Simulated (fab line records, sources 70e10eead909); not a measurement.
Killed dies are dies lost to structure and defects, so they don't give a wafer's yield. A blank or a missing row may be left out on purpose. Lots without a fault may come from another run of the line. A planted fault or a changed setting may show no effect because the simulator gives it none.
fab line records | flow nand_harc
record lots=13 wafers=39 last_day=33
route steps=1302 shown P_ZERO_WELL@61 P_STI@84 END@1302
lots that met no fault: from a run of the same line without faults
start_h: hours from the record's first day to the start of the lot's first wafer shown | wait_h: hours since the lot's step before | " the same as in the row above | L1.1+2: a row that stands for several wafers | - no value, or no start given | * or withheld: withheld | < > ~ a bound
route shown NAME@n: a module of which the file shows steps, and the number in the route of the first | usual: mean/standard deviation of fault-free wafers | same: alike in all rows | chamber/n: place in a boat | sites: the reading at each site | _std_site: their standard deviation | _edge_site: outer sites' mean less inner sites' | radius_mm: how far each site lies from the wafer's centre | mask NAME#n: copy n | behind: the tool/chamber that last shaped the wafer | hold: why the lot was held/for how many hours/how that ended | device: the transistor (n, p or np) that didn't switch | end of line: the same wafers' tests at the end of the route | a step without rows: its recipe alone | killed: dies lost to structure and defects at the first sort, not the wafer's yield | map: a wafer's dies, x killed, . not, _ none there
set.NAME: the setting as run; set.NAME@STEP: as run at that earlier step | model.NAME: the simulator's own value behind a step, which no gauge read
steps of the route over a sample of lots; a table a step, a row a wafer
services: from which hour (start_h, from the record's first day; less than 0 if before it) a tool's chamber was out of use, for how many hours, and why
## steps
# step NHARC_P_ZERO_WELL_DESCUM_54
# recipe time_s=3 o2_flow_sccm=200 ar_flow_sccm=0 bias_power_w=0 chemistry=O2
# usual drypump_motor_current_A=6.0/0.46 o2_flow_sccm=200.1/0.58 oes_product_au=0.999/0.0068 rf_vpp_V=57.6/0.99 showerhead_plenum_p_Torr=1.88/0.068 throttle_valve_pct=11.311/0.0094
# columns lot.wafer tool chamber start_h wait_h drypump_motor_current_A o2_flow_sccm oes_product_au rf_hours_counter_h rf_vpp_V showerhead_plenum_p_Torr throttle_valve_pct
L674.1 rie_diel-03 1 26.09 - 5.2 200.1 1.003 29 57.4 1.78 11.325
L674.5 " 2 " " 5.0 199.4 0.999 - 57.4 1.91 11.321
L674.6 " 3 " " 6.1 200.3 1.006 - 59.2 1.93 11.304
L675.1 rie_diel-12 2 35.79 - 6.3 200.0 1.003 39 57.4 1.93 11.309
L675.4 " 0 " " 6.2 200.0 1.009 37 57.8 1.89 11.311
L675.3 " 1 " " 6.3 200.2 1.009 34 58.2 1.80 11.310
L676.3 rie_diel-03 0 45.84 - 6.0 200.3 0.989 34 58.0 1.95 11.300
L676.1 " 1 " " 5.2 199.6 1.014 33 57.7 1.77 11.316
L676.5 " 3 " " 6.1 198.7 0.998 - 58.0 1.93 11.302
L678.4 rie_diel-03 3 66.08 - 6.1 200.3 1.006 38 57.9 1.93 11.318
L678.2 " 0 " " 6.0 200.1 0.992 39 58.4 1.95 11.307
L678.5 " 2 " " 5.0 200.7 1.011 - 58.6 1.90 11.312
L679.3 rie_diel-03 0 75.83 - 6.0 201.0 1.001 40 58.8 1.95 11.294
L679.6 " 0 " " 6.0 200.4 0.986 - 57.2 1.95 11.302
L679.5 " 1 " " 5.2 199.5 1.005 - 58.5 1.77 11.315
L681.3 rie_diel-13 0 99.07 - 6.0 199.6 0.989 26 59.6 1.96 11.299
L681.4 " 1 " " 6.4 200.7 0.988 34 57.7 1.81 11.310
L681.5 " 2 " " 6.0 200.7 0.987 - 57.7 1.96 11.307
L683.4 rie_diel-12 3 115.83 - 5.9 200.3 0.992 5 55.9 1.78 11.322
L683.1 " 0 " " 6.2 199.6 0.998 6 58.9 1.88 11.309
L683.5 " 1 " " 6.3 200.2 1.001 - 56.8 1.79 11.312
L685.3 rie_diel-13 0 135.92 - 6.0 200.5 0.992 40 58.6 1.95 11.285
L685.5 " 2 " " 6.0 200.6 0.998 - 57.7 1.95 11.309
L685.6 " 3 " " 6.6 199.6 0.990 - 57.3 1.86 11.314
L690.2 rie_diel-12 1 187.86 - 6.2 200.1 1.003 31 58.6 1.78 11.292
L690.4 " 2 " " 6.3 199.5 0.991 33 58.9 1.91 11.307
L690.5 " 0 " " 6.2 198.8 0.995 - 57.3 1.87 11.306
L691.3 rie_diel-12 2 195.80 - 6.3 200.3 1.001 33 57.5 1.91 11.326
L691.2 " 0 " " 6.2 200.2 1.000 33 56.9 1.87 11.300
L691.5 " 1 " " 6.2 200.1 0.999 - 57.6 1.78 11.327
L695.3 rie_diel-13 0 236.16 - 6.0 199.7 1.003 19 58.2 1.94 11.310
L695.6 " 0 " " 6.0 199.9 1.001 - 57.7 1.94 11.321
L695.5 " 1 " " 6.4 199.7 1.006 - 54.8 1.79 11.341
L696.2 rie_diel-13 2 246.03 - 6.0 201.4 0.991 31 57.4 1.94 11.309
L696.3 " 0 " " 6.0 200.9 1.009 24 57.4 1.94 11.307
L696.5 " 1 " " 6.4 200.3 0.993 - 54.5 1.79 11.311
L697.3 rie_diel-03 3 255.89 - 6.2 199.8 0.998 41 58.3 1.91 11.298
L697.2 " 1 " " 5.2 200.6 1.007 49 58.2 1.76 11.310
L697.5 " 3 " " 6.2 199.7 0.999 - 56.8 1.91 11.322
# step NHARC_P_ZERO_WELL_IMPLANT_55
# recipe energy_kev=180 dose_cm2=8e+11 tilt_deg=7
# usual beam_energy_keV=180.00/0.057 beam_on_s=9.99/0.2
# columns lot.wafer tool chamber start_h wait_h beam_energy_keV beam_on_s
L674.1 implanter-01 0 26.20 0.1 180.06 9.85
L674.5 " 0 " " 179.98 9.51
L674.6 " 0 " " 179.98 10.11
L675.1 implanter-01 0 35.93 0.1 180.05 10.11
L675.3 " 0 " " 179.92 10.08
L675.4 " 0 " " 179.93 10.03
L676.1 implanter-01 0 45.97 0.1 180.02 10.38
L676.3 " 0 " " 180.05 9.97
L676.5 " 0 " " 180.06 10.26
L678.2 implanter-01 0 66.25 0.1 180.02 10.11
L678.4 " 0 " " 179.93 9.66
L678.5 " 0 " " 179.96 9.87
L679.3 implanter-02 0 76.03 0.2 180.05 10.02
L679.5 " 0 " " 180.04 9.98
L679.6 " 0 " " 180.09 9.94
L681.3 implanter-02 0 99.25 0.2 180.05 10.18
L681.4 " 0 " " 179.91 10.22
L681.5 " 0 " " 180.08 9.78
L683.1 implanter-01 0 115.95 0.1 179.99 9.90
L683.4 " 0 " " 179.93 10.04
L683.5 " 0 " " 179.92 9.68
L685.3 implanter-02 0 136.16 0.2 179.83 10.05
L685.5 " 0 " " 179.94 9.97
L685.6 " 0 " " 179.91 10.22
L690.2 implanter-02 - 188.01 0.1 - -
L690.4 " - " " - -
L690.5 " - " " - -
L691.2 implanter-02 - 195.98 0.2 - -
L691.3 " - " " - -
L691.5 " - " " - -
L695.3 implanter-01 0 236.37 0.2 180.04 10.10
L695.5 " 0 " " 180.00 9.74
L695.6 " 0 " " 179.96 9.86
L696.2 implanter-01 0 246.24 0.2 179.96 9.80
L696.3 " 0 " " 180.04 10.54
L696.5 " 0 " " 179.89 9.97
L697.2 implanter-02 0 256.06 0.1 179.99 10.18
L697.3 " 0 " " 179.99 10.31
L697.5 " 0 " " 179.91 9.96
# step NHARC_P_ZERO_WELL_INSPECT_43
# usual raw_defect_count=13/5.7
# columns lot.wafer tool chamber start_h wait_h raw_defect_count
L674.1 defect_inspect-01 - 27.72 0.6 25
L674.5 " - " " 8
L674.6 " - " " 12
L675.1 defect_inspect-01 - 37.44 0.6 12
L675.3 " - " " 13
L675.4 " - " " 8
L676.1 defect_inspect-02 - 47.48 0.6 19
L676.3 " - " " 8
L676.5 " - " " 7
L678.2 defect_inspect-01 - 67.72 0.5 15
L678.4 " - " " 8
L678.5 " - " " 13
L679.3 defect_inspect-01 - 77.48 0.4 7
L679.5 " - " " 19
L679.6 " - " " 8
L681.3 defect_inspect-02 - 100.71 0.4 9
L681.4 " - " " 21
L681.5 " - " " 6
L683.1 defect_inspect-01 - 117.48 0.6 14
L683.4 " - " " 11
L683.5 " - " " 10
L685.3 defect_inspect-01 - 137.92 0.4 14
L685.5 " - " " 17
L685.6 " - " " 10
L690.2 defect_inspect-02 - 189.49 0.5 17
L690.4 " - " " 4
L690.5 " - " " 10
L691.2 defect_inspect-01 - 197.46 0.5 16
L691.3 " - " " 15
L691.5 " - " " 23
L695.3 defect_inspect-01 - 237.82 0.4 14
L695.5 " - " " 14
L695.6 " - " " 12
L696.2 defect_inspect-02 - 247.72 0.5 16
L696.3 " - " " 13
L696.5 " - " " 19
L697.2 defect_inspect-02 - 257.56 0.5 8
L697.3 " - " " 14
L697.5 " - " " 12
# step NHARC_P_STI_OVL_MEAS_10
# usual overlay_x_nm=0/5.5 overlay_y_nm=0/5.6
# columns lot.wafer tool chamber start_h wait_h overlay_x_nm overlay_y_nm
L674.1 overlay-01 - 43.30 - 3 3
L674.5 " - " " 4 3
L674.6 " - " " 3 3
L675.1 overlay-01 - 52.11 - 1 2
L675.3 " - " " 2 2
L675.4 " - " " 1 1
L676.1 overlay-02 - 63.73 - 6 -7
L676.3 " - " " 6 -7
L676.5 " - " " 6 -7
L678.2 overlay-02 - 84.33 - -1 -8
L678.4 " - " " -1 -7
L678.5 " - " " -1 -7
L679.3 overlay-01 - 94.06 - 4 -1
L679.5 " - " " 4 -1
L679.6 " - " " 4 -1
L681.3 overlay-02 - 116.67 - 6 -1
L681.4 " - " " 5 0
L681.5 " - " " 6 0
L683.1 overlay-01 - 132.33 - 3 -1
L683.4 " - " " 2 -1
L683.5 " - " " 3 -1
L685.3 overlay-01 - 153.10 - 14 -8
L685.5 " - " " 14 -8
L685.6 " - " " 15 -8
L695.3 overlay-01 - 257.72 - -7 2
L695.5 " - " " -7 3
L695.6 " - " " -7 3
L696.2 overlay-02 - 264.85 - -2 1
L696.3 " - " " -2 2
L696.5 " - " " -2 0
L697.2 overlay-02 - 273.08 - 3 10
L697.3 " - " " 3 10
L697.5 " - " " 3 10
# step NHARC_END_SORT_01
# recipe temp_c=25
# usual killed_at_array=51/17 killed_at_other=1.6/2.1 killed_at_periphery=4/3.2 killed_dies=57/18 killed_open=2.9/1.7 killed_short=2.3/1.3
# same gross_dies=677
# columns lot.wafer tool chamber start_h wait_h killed_at_array killed_at_other killed_at_periphery killed_dies killed_open killed_short
L691.2 prober-02 0 706.74 2.8 54 0 623 677 3 2
L691.3 prober-02 0 707.54 3.1 49 0 628 677 4 1
L691.5 prober-02 0 709.14 3.7 39 0 638 677 3 1
L690.2 prober-02 0 716.06 2.8 62 5 610 677 3 1
L690.4 prober-02 0 717.69 3.4 69 3 605 677 2 1
L690.5 prober-02 0 718.50 3.8 61 1 615 677 1 3
# killed by level:class
L691.2 P_ZERO_WELL:area_implant=623 A_SLIT:chamber_film_flake=25 A_CHANNEL_HOLE_D2:chamber_film_flake=17 A_CHANNEL_HOLE_D1:chamber_film_flake=4 A_CONTACT:chamber_film_flake=2 A_SOURCE_PLATE:geometric_particle:open=1 A_ONON_D1:geometric_particle:short=1 A_CHANNEL_FILL_D1:geometric_particle:open=1
L691.3 P_ZERO_WELL:area_implant=625 A_SLIT:chamber_film_flake=19 A_CHANNEL_HOLE_D2:chamber_film_flake=9 A_CHANNEL_HOLE_D1:chamber_film_flake=8 A_CHANNEL_FILL_D1:chamber_film_flake=3 A_CONTACT:chamber_film_flake=3 P_GATE:chamber_film_flake=2 A_STAIRCASE:chamber_film_flake=2
L691.5 P_ZERO_WELL:area_implant=637 A_SLIT:chamber_film_flake=24 A_CHANNEL_HOLE_D2:chamber_film_flake=5 A_CHANNEL_FILL_D1:chamber_film_flake=5 P_M0:geometric_particle:open=1 A_ONON_D1:geometric_particle:short=1 A_CHANNEL_FILL_D1:geometric_particle:open=1 A_BLC:geometric_particle:open=1
L690.2 P_ZERO_WELL:area_implant=610 A_CHANNEL_HOLE_D1:chamber_film_flake=31 A_SLIT:chamber_film_flake=24 THIN_TSV:chamber_film_flake=4 A_ONON_D2:geometric_particle:short=1 A_SGD_CUT:geometric_particle:open=1 A_M0:geometric_particle:open=1 STARTING-WAFER:geometric_particle:open=1
L690.4 P_ZERO_WELL:area_implant=604 A_CHANNEL_HOLE_D1:chamber_film_flake=30 A_SLIT:chamber_film_flake=30 THIN_TSV:chamber_film_flake=3 A_CONTACT:chamber_film_flake=2 P_GATE:geometric_particle:short=1 A_CHANNEL_FILL_D1:geometric_particle:open=1 A_ONON_D2:geometric_particle:open=1
L690.5 P_ZERO_WELL:area_implant=615 A_SLIT:chamber_film_flake=28 A_CHANNEL_HOLE_D1:chamber_film_flake=23 A_M1:chamber_film_flake=2 A_CHANNEL_FILL_D1:geometric_particle:short=1 A_CHANNEL_FILL_D1:geometric_particle:open=1 A_CONTACT:chamber_film_flake=1 A_ONON_D2:geometric_particle:short=1
## services
# columns tool chamber start_h hours kind
rie_diel-13 0 4.75 15.5 repair
rie_diel-12 1 7.62 6.6 repair
rie_diel-03 0 9.83 - clean
rie_diel-03 1 9.83 - clean
rie_diel-13 3 50.19 11.8 repair
implanter-01 - 55.54 2.2 repair
implanter-02 - 64.63 2.0 repair
implanter-01 - 79.68 9.3 repair
rie_diel-12 1 87.26 4.3 repair
rie_diel-03 1 89.35 12.3 repair
rie_diel-12 - 91.56 9.0 pm
rie_diel-03 - 104.33 9.0 pm
implanter-01 - 112.33 1.5 repair
rie_diel-12 0 131.76 2.1 repair
implanter-02 - 146.00 13.0 pm
rie_diel-03 0 155.76 11.8 repair
rie_diel-12 1 159.57 2.8 repair
rie_diel-13 - 165.08 9.0 pm
rie_diel-13 0 187.06 2.8 repair
rie_diel-12 3 193.36 5.1 repair
rie_diel-03 3 206.14 10.4 repair
implanter-02 - 225.31 2.9 repair
rie_diel-13 3 245.28 6.7 repair
rie_diel-13 2 254.17 14.4 repair
## key
first_sign step=NHARC_P_ZERO_WELL_IMPLANT_55 reading=tool_record direction=missing
effect step=NHARC_END_SORT_01 reading=killed_at_periphery direction=up sigmas=99+ usual=4 struck=620
more_kills_born_at NHARC_P_ZERO_WELL_IMPLANT_55@implanter-02=3714
met_at NHARC_P_ZERO_WELL_IMPLANT_55
struck_lots L690,L691
later_rows_left_out L690.2,L690.4,L690.5,L691.2,L691.3,L691.5
tester_left_out L690,L691
not_acting_at NHARC_P_ZERO_WELL_DESCUM_54,NHARC_P_ZERO_WELL_INSPECT_43,NHARC_P_STI_OVL_MEAS_10
onset_between 136.16 188.01
fault kind=skipped_step_whole tool=implanter-02 chamber=- onset_h=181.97 steps=NHARC_P_ZERO_WELL_IMPLANT_55 scope=struck_lots_only
# tester_left_out: of these lots the tester's yield and bins aren't shown, on N5 and GAA mostly nor the transistor test; their killed dies are dies lost to structure and defects alone, not to doping, threshold or leakage, so they don't give the yield
# later_rows_left_out: the simulator's readings of these wafers behind a module that went badly wrong aren't trusted and aren't shown, but for the sort
